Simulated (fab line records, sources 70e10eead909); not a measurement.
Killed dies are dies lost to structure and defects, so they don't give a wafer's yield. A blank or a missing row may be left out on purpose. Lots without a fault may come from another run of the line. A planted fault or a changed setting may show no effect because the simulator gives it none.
fab line records | flow nand_harc | part 2 of 2: steps 27 to 39 of 39
record lots=5 wafers=15 last_day=30
route steps=1302 shown A_STAIRCASE@862 A_SGD_CUT@890
lots that met no fault: from a run of the same line without faults
start_h: hours from the record's first day to the start of the lot's first wafer shown | wait_h: hours since the lot's step before | " the same as in the row above | L1.1+2: a row that stands for several wafers | - no value, or no start given | * or withheld: withheld | < > ~ a bound
route shown NAME@n: a module of which the file shows steps, and the number in the route of the first | usual: mean/standard deviation of fault-free wafers | same: alike in all rows | chamber/n: place in a boat | sites: the reading at each site | _std_site: their standard deviation | _edge_site: outer sites' mean less inner sites' | radius_mm: how far each site lies from the wafer's centre | mask NAME#n: copy n | behind: the tool/chamber that last shaped the wafer | hold: why the lot was held/for how many hours/how that ended | device: the transistor (n, p or np) that didn't switch | end of line: the same wafers' tests at the end of the route | a step without rows: its recipe alone | killed: dies lost to structure and defects at the first sort, not the wafer's yield | map: a wafer's dies, x killed, . not, _ none there
set.NAME: the setting as run; set.NAME@STEP: as run at that earlier step | model.NAME: the simulator's own value behind a step, which no gauge read
lots at some steps of the route; a table a step, a row a wafer
services: from which hour (start_h, from the record's first day; less than 0 if before it) a tool's chamber was out of use, for how many hours, and why
## steps
# step NHARC_A_SGD_CUT_HMDS_02
# recipe time_s=30
# columns lot.wafer tool chamber start_h wait_h
L077.1+2+3 litho_track-01 0 - -
L087.3+4+5 litho_track-06 0 - -
L089.3+4+5 litho_track-06 0 - -
L088.2+3+6 litho_track-01 0 - -
L090.2+3+5 litho_track-06 0 - -
# step NHARC_A_SGD_CUT_COAT_56
# recipe temp_c=260 time_s=75
# columns lot.wafer tool chamber start_h wait_h
L077.1+2+3 litho_track-01 0 - -
L087.3+4+5 litho_track-06 0 - -
L089.3+4+5 litho_track-06 0 - -
L088.2+3+6 litho_track-01 0 - -
L090.2+3+5 litho_track-06 0 - -
# step NHARC_A_SGD_CUT_COAT_57
# recipe temp_c=225 time_s=65
# columns lot.wafer tool chamber start_h wait_h
L077.1+2+3 litho_track-01 0 - -
L087.3+4+5 litho_track-06 0 - -
L089.3+4+5 litho_track-06 0 - -
L088.2+3+6 litho_track-01 0 - -
L090.2+3+5 litho_track-06 0 - -
# step NHARC_A_SGD_CUT_COAT_03
# recipe spin_rpm=1500 resist_thk_nm=90
# columns lot.wafer tool chamber start_h wait_h
L077.1+2+3 litho_track-01 0 - -
L087.3+4+5 litho_track-06 0 - -
L089.3+4+5 litho_track-06 0 - -
L088.2+3+6 litho_track-01 0 - -
L090.2+3+5 litho_track-06 0 - -
# step NHARC_A_SGD_CUT_SOFTBAKE_04
# recipe temp_c=105 time_s=55
# columns lot.wafer tool chamber start_h wait_h
L077.1+2+3 litho_track-01 0 - -
L087.3+4+5 litho_track-06 0 - -
L089.3+4+5 litho_track-06 0 - -
L088.2+3+6 litho_track-01 0 - -
L090.2+3+5 litho_track-06 0 - -
# step NHARC_A_SGD_CUT_EBR_05
# columns lot.wafer tool chamber start_h wait_h
L077.1+2+3 litho_track-01 0 - -
L087.3+4+5 litho_track-06 0 - -
L089.3+4+5 litho_track-06 0 - -
L088.2+3+6 litho_track-01 0 - -
L090.2+3+5 litho_track-06 0 - -
# step NHARC_A_SGD_CUT_EXPOSE_06
# recipe na=1.35 dose_mj=85.59 mask_id=SGD
# usual exposure_dose_mJ_cm2=85.48/0.079
# columns lot.wafer tool chamber start_h wait_h mask exposure_dose_mJ_cm2
L077.1 arfi_scanner-02 0 458.53 - SGD#0 85.57
L077.2 " 0 " " SGD#0 85.41
L077.3 " 0 " " SGD#0 85.53
L087.3 arfi_scanner-01 0 550.19 - SGD#0 85.43
L087.4 " 0 " " SGD#0 85.46
L087.5 " 0 " " SGD#0 85.63
L089.3 arfi_scanner-02 0 581.01 - SGD#0 85.39
L089.4 " 0 " " SGD#0 85.65
L089.5 " 0 " " SGD#0 85.46
L088.2 arfi_scanner-03 0 587.62 - SGD#0 85.42
L088.3 " 0 " " SGD#0 85.57
L088.6 " 0 " " SGD#0 85.45
L090.2 arfi_scanner-03 0 597.29 - SGD#0 85.52
L090.3 " 0 " " SGD#0 85.50
L090.5 " 0 " " SGD#0 85.55
# step NHARC_A_SGD_CUT_PEB_07
# recipe peb_temp_c=100 peb_time_s=65
# columns lot.wafer tool chamber start_h wait_h
L077.1+2+3 litho_track-04 0 458.59 0.1
L087.3+4+5 litho_track-01 0 550.24 0.0
L089.3+4+5 litho_track-01 0 581.06 0.0
L088.2+3+6 litho_track-04 0 587.68 0.1
L090.2+3+5 litho_track-01 0 597.35 0.1
# step NHARC_A_SGD_CUT_DEVELOP_08
# recipe develop_time_s=35 dev_temp_c=23
# columns lot.wafer tool chamber start_h wait_h
L077.1+2+3 litho_track-04 0 - -
L087.3+4+5 litho_track-01 0 - -
L089.3+4+5 litho_track-01 0 - -
L088.2+3+6 litho_track-04 0 - -
L090.2+3+5 litho_track-01 0 - -
# step NHARC_A_SGD_CUT_CD_MEAS_09
# recipe target_cd_nm=100 landing_energy_ev=500
# usual cd_nm=100.1/0.48
# columns lot.wafer tool chamber start_h wait_h cd_nm
L077.1 cd_sem-01 0 458.67 - 100.0
L077.2 " 0 " " 99.5
L077.3 " 0 " " 100.0
L087.3 cd_sem-03 0 550.33 - 99.4
L087.4 " 0 " " 100.4
L087.5 " 0 " " 100.3
L089.3 cd_sem-01 0 581.14 - 99.9
L089.4 " 0 " " 99.6
L089.5 " 0 " " 100.1
L088.2 cd_sem-02 0 587.76 - 100.7
L088.3 " 0 " " 100.1
L088.6 " 0 " " 100.3
L090.2 cd_sem-02 0 597.43 - 100.2
L090.3 " 0 " " 98.8
L090.5 " 0 " " 99.5
# step NHARC_A_SGD_CUT_OVL_MEAS_10
# usual overlay_x_nm=0.0/0.86 overlay_y_nm=-0.2/0.87
# columns lot.wafer tool chamber start_h wait_h overlay_x_nm overlay_y_nm
L077.1 overlay-02 - 458.75 - 0.6 -0.1
L077.2 " - " " 0.0 -0.4
L077.3 " - " " -0.1 -0.8
L087.3 overlay-02 - 550.41 - 0.2 0.3
L087.4 " - " " 0.2 0.8
L087.5 " - " " 0.6 0.2
L089.3 overlay-01 - 581.23 - 1.2 0.2
L089.4 " - " " 0.8 -0.4
L089.5 " - " " 0.8 -0.2
L088.2 overlay-01 - 587.85 - 0.5 -0.2
L088.3 " - " " 0.2 -0.1
L088.6 " - " " 0.2 -0.1
L090.2 overlay-01 - 597.51 - 0.2 0.4
L090.3 " - " " -0.1 0.5
L090.5 " - " " 0.4 -0.3
# step NHARC_A_SGD_CUT_INSPECT_11
# usual raw_defect_count=55/27
# columns lot.wafer tool chamber start_h wait_h raw_defect_count
L077.1 defect_inspect-02 - 458.79 0.0 56
L077.2 " - " " 79
L077.3 " - " " 75
L087.3 defect_inspect-02 - 550.45 0.0 62
L087.4 " - " " 77
L087.5 " - " " 81
L089.3 defect_inspect-02 - 581.27 0.0 60
L089.4 " - " " 65
L089.5 " - " " 46
L088.2 defect_inspect-02 - 587.88 0.0 44
L088.3 " - " " 52
L088.6 " - " " 55
L090.2 defect_inspect-02 - 597.55 0.0 71
L090.3 " - " " 97
L090.5 " - " " 91
# step NHARC_A_SGD_CUT_DESCUM_14
# recipe time_s=3 o2_flow_sccm=200 ar_flow_sccm=0 bias_power_w=0 chemistry=O2
# usual drypump_motor_current_A=5.6/0.39 oes_product_au=0.997/0.0068 rf_vpp_V=57.8/0.83 showerhead_plenum_p_Torr=1.90/0.073 throttle_valve_pct=11.311/0.0092
# columns lot.wafer tool chamber start_h wait_h drypump_motor_current_A oes_product_au rf_hours_counter_h rf_vpp_V showerhead_plenum_p_Torr throttle_valve_pct
L077.3 rie_diel-08 2 458.85 0.1 5.7 0.998 6.6 59.2 1.85 11.310
L077.2 " 0 " " 5.2 0.987 6.9 58.9 2.03 11.311
L077.1 " 1 " " 5.9 0.992 6.5 59.6 1.80 11.318
L087.3 rie_diel-12 3 550.51 0.1 6.4 0.994 5.5 58.3 1.90 11.306
L087.4 " 1 " " 5.7 1.006 5.8 57.1 1.94 11.311
L087.5 " 0 " " 5.4 0.993 - 57.2 1.90 11.312
L089.3 rie_diel-05 0 581.33 0.1 5.3 0.996 10.2 56.1 2.01 11.308
L089.4 " 2 " " 5.6 0.990 10.0 57.4 1.78 11.309
L089.5 " 0 " " 5.3 0.997 - 58.4 2.01 11.310
L088.2 rie_diel-12 0 587.94 0.1 5.4 0.993 7.9 58.1 1.90 11.303
L088.3 " 3 " " 6.5 0.975 7.0 57.3 1.90 11.331
L088.6 " 0 " " 5.4 0.992 - 57.9 1.90 11.318
L090.3 rie_diel-08 2 597.61 0.1 5.7 0.988 2.8 59.1 1.84 11.304
L090.2 " 3 " " 5.5 1.001 2.7 57.8 1.87 11.301
L090.5 " 3 " " 5.5 0.990 - 57.9 1.87 11.312
## services
# columns tool chamber start_h hours kind
cmp-02 - 429.85 4.0 pm
rie_diel-04 1 445.58 4.4 repair
litho_track-03 - 450.01 7.0 pm
wet_bench-01 - 453.60 8.0 pm
rie_diel-04 0 460.20 10.4 repair
wet_bench-06 - 462.65 0.5 repair
cmp-02 - 469.17 0.9 repair
litho_track-05 - 474.00 7.0 pm
cmp-02 - 476.87 1.2 repair
cmp-02 - 484.94 1.4 repair
cmp-02 - 492.04 0.5 repair
rie_diel-09 - 497.23 9.0 pm
litho_track-01 - 505.00 7.0 pm
rie_diel-09 1 509.63 3.2 repair
wet_bench-01 - 511.42 6.7 repair
cmp-02 - 527.85 4.0 pm
wet_bench-09 - 528.80 8.0 pm
litho_track-06 - 529.00 7.0 pm
rie_diel-04 - 532.73 9.0 pm
wet_bench-06 - 553.97 8.0 pm
rie_diel-01 - 558.05 9.0 pm
rie_diel-04 2 567.01 34.5 repair
rie_diel-09 - 568.36 2.1 repair
cmp-02 - 573.78 2.1 repair
